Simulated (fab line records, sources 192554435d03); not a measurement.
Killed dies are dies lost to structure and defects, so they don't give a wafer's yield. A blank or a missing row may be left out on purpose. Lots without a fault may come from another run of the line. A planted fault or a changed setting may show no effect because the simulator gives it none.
Chamber matching | flow n5_finfet | N5_MOL_CONTACT_COAG_ETCH_89 on rie_diel-04: 4 sister chambers
The step etches underlayer in N2/H2, target depth 13 nm, time 10.4 s. 4 wafers are shown with their chamber, then 7 later ones without.

WAFERS WITH THEIR CHAMBER
wafer  | chamber | showerhead_plenum_p_Torr (Torr)
L080.4 | 1       | 2.60
L082.1 | 2       | 2.51
L090.1 | 3       | 2.61
L090.3 | 0       | 2.53

WAFERS WITHOUT THEIR CHAMBER
wafer  | showerhead_plenum_p_Torr (Torr)
L090.5 | 2.61
L091.2 | 2.53
L091.3 | 2.61
L091.4 | 2.59
L097.1 | 2.50
L097.4 | 2.59
L097.5 | 2.60

WHICH CHAMBER EACH WENT THROUGH
wafer  | from the rows above     | in truth
L090.5 | can't be placed: 3 or 1 | 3
L091.2 | 0                       | 0
L091.3 | can't be placed: 3 or 1 | 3
L091.4 | can't be placed: 1 or 3 | 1
L097.1 | 2                       | 2
L097.4 | can't be placed: 1 or 3 | 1
L097.5 | can't be placed: 1 or 3 | 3
Placed correctly: 2 of 7. Can't be placed from these rows: 5 (the true chamber is among the candidates in 5). Placed wrongly: 0.
How it was worked out, from the rows above alone: a wafer's distance from a chamber is the root of the sum, over the readings, of the square of ((its reading less the chamber's mean) divided by the reading's scatter). The wafer belongs to the nearest chamber; if the next one is less than 2 further off, it can't be placed. A chamber's mean is the mean of its shown wafers. The scatter: with one shown wafer a chamber, the root of the mean of the squares of how far each hidden wafer lies from its nearest shown one.
